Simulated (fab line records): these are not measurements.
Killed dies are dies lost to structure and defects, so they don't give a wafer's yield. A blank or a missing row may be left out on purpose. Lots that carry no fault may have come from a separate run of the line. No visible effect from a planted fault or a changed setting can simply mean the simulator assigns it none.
A lot that was struck, set against a sound lot + flow n5_finfet + 35 steps out of a route of 1938
Sound: these wafers, L941.1, L941.5, L941.6. Struck: wafer L933.4. At the end, the cause is stated.
Each step with rows lists, per side, the tool, then ch with its chambers, then its first start. Under that, the readings that differ: sound wafers + struck wafers + difference of the means + sigmas: that difference in standard deviations of wafers without a fault.
alike: same words and numbers on both sides, and readings whose means sit less than 2 such deviations apart. not compared: any withheld reading, any reading some wafer has no value for, any bound like >300 that may hide the same value, and any number with overlapping values for which the record gives no deviation.
Wherever a step has rows on one side only, a row that says differs or no value, or a row with sigmas, the two part there. Numbers that don't overlap but have no deviation are shown without sigmas and don't part them. Lack of a reading on every wafer of one side parts them only where that side has two or more wafers.

first, 9 steps without rows for these wafers: N5_FIN_SAQP_PRECLEAN_42 (cleans in O3/DIW, time 60 s); N5_FIN_SAQP_PRECLEAN_00 (cleans in SC1, time 60 s); N5_FIN_SAQP_PRECLEAN_44 (cleans in SC2, time 45 s); N5_FIN_SAQP_SRD_01 (time 30 s); N5_FIN_SAQP_ALD_61 (deposits SiO2, target thk 4 nm, pulse time 1 s, purge time 2 s); N5_FIN_SAQP_DENSIFY_62 (time 60 s); N5_FIN_SAQP_HM_DEP_03 (deposits SiNx from SiH4/NH3/N2, target thk 38 nm, time 33.6 s); N5_FIN_SAQP_PECVD_47 (deposits a-Si from SiH4/He, target thk 45 nm, time 36.3 s); N5_FIN_SAQP_PECVD_48 (deposits SiNx from SiH4/NH3/N2, target thk 25 nm, time 22.1 s).
N5_FIN_SAQP_PECVD_06: deposits a-Si from SiH4/He, target thk 60 nm, time 48.1 s.
  sound on pecvd-04 ch 0,2, day 7 09:04; struck on pecvd-01 ch 1, day 5 11:01
| reading                                     | sound             | struck | difference | sigmas |
|---------------------------------------------|-------------------|--------|------------|--------|
| model.a-Si_of_FIN_SAQP_PECVD_06.thk_nm (nm) | 60.43 58.97 60.19 | 82.67  | +22.81     |        |
  alike: heater_power_outer_w, heater_power_w, showerhead_plenum_p_Torr, throttle_valve_pct
N5_FIN_SAQP_THK_MEAS_07:
  sound on film_metro-02, day 7 09:23; struck on film_metro-01, day 5 11:04
| reading     | sound          | struck | difference | sigmas |
|-------------|----------------|--------|------------|--------|
| thk_nm (nm) | 60.4 59.0 60.2 | 82.7   | +22.8      | +23    |
then, 15 steps without rows for these wafers: N5_FIN_SAQP_HM_DEP_72 (deposits SiO2 from SiH4/N2O, target thk 12 nm, time 7.2 s); N5_FIN_SAQP_COAT_49 (time 60 s, resist thk 100 nm); N5_FIN_SAQP_COAT_50 (time 60 s, resist thk 35 nm); N5_FIN_SAQP_COAT_10 (resist thk 90 nm); N5_FIN_SAQP_EBR_12; N5_FIN_SAQP_SOFTBAKE_11 (time 60 s); N5_FIN_SAQP_EXPOSE_13 (exposes mask FIN CORE, target cd 35.6 nm); N5_FIN_SAQP_PEB_14 (peb time 60 s); N5_FIN_SAQP_DEVELOP_15 (develop time 30 s); N5_FIN_SAQP_DESCUM_21 (chemistry O2, time 7.9 s); N5_FIN_SAQP_ETCH_51 (etches SiARC in CF4, target depth 45.5 nm, time 75.8 s); N5_FIN_SAQP_ETCH_52 (etches SOC in N2/H2, target depth 100 nm, overetch 20 nm, time 150 s); N5_FIN_SAQP_STRIP_53 (strips in N2/H2); N5_FIN_SAQP_HM_OPEN_73 (chemistry CHF3/O2, target SiO2, stops on a-Si, target depth 12 nm, time 16.8 s); N5_FIN_SAQP_STRIP_74 (strips in CHF3/O2).
N5_FIN_SAQP_MANDREL_ETCH_22: etches a-Si in HBr/Cl2, stops on SiNx, target depth 60 nm, bt time 10 s, time 30 s.
  sound on rie_si-04 ch 0,1,2, day 7 10:07; struck on rie_si-04 ch 1, day 5 11:49
| reading                  | sound             | struck | difference | sigmas |
|--------------------------|-------------------|--------|------------|--------|
| oes_product_au (a.u.)    | 0.776 0.753 0.771 | 0.928  | +0.161     | +11    |
| model.etch.depth_nm (nm) | 60.38 58.84 60.19 | 82.67  | +22.87     |        |
  alike: bias_w, drypump_motor_current_A, throttle_valve_pct
  not compared: rf_hours_counter_h
then, 5 steps without rows for these wafers: N5_FIN_SAQP_STRIP_55 (strips in N2/H2); N5_FIN_SAQP_STRIP_23 (strips in SPM, time 750 s); N5_FIN_SAQP_SRD_66 (time 30 s); N5_FIN_SAQP_RECESS_75 (chemistry HF/NH3, target SiO2, target depth 14.4 nm, afs cycles 3, sublimation time 60 s); N5_FIN_SAQP_SPACER1_ALD_24 (deposits SiO2, target thk 20.3 nm, pulse time 1 s, purge time 2 s).
N5_FIN_SAQP_SPACER1_ETCHBACK_25: etches SiO2 in CHF3/O2, target depth 24.4 nm, time 12.2 s.
  sound on rie_diel-01 ch 2,3, day 7 11:38; struck on rie_diel-03 ch 2, day 5 13:27
| reading                                     | sound        | struck | difference | sigmas |
|---------------------------------------------|--------------|--------|------------|--------|
| model.a-Si_of_FIN_SAQP_PECVD_06.thk_nm (nm) | 59.4 58 59.2 | 81.8   | +22.9      |        |
  alike: bias_w, drypump_motor_current_A, mfc_ar_sccm, oes_o_777_au, oes_product_au, rf_vpp_V, showerhead_plenum_p_Torr, throttle_valve_pct
  not compared: rf_hours_counter_h
then, 1 step without rows for these wafers: N5_FIN_SAQP_MANDREL1_REMOVE_56 (chemistry HBr/Cl2/O2, target a-Si, stops on SiNx, bt time 10 s).
N5_PASSIVATION_PROBE_49:
  sound wafers here have rows in the record (prober-02, day 19 02:35); struck ones have none

== WHERE THEY PART ==
Earliest at N5_FIN_SAQP_THK_MEAS_07; latest, in this record, at N5_PASSIVATION_PROBE_49.

WHY: the cause the simulator had injected
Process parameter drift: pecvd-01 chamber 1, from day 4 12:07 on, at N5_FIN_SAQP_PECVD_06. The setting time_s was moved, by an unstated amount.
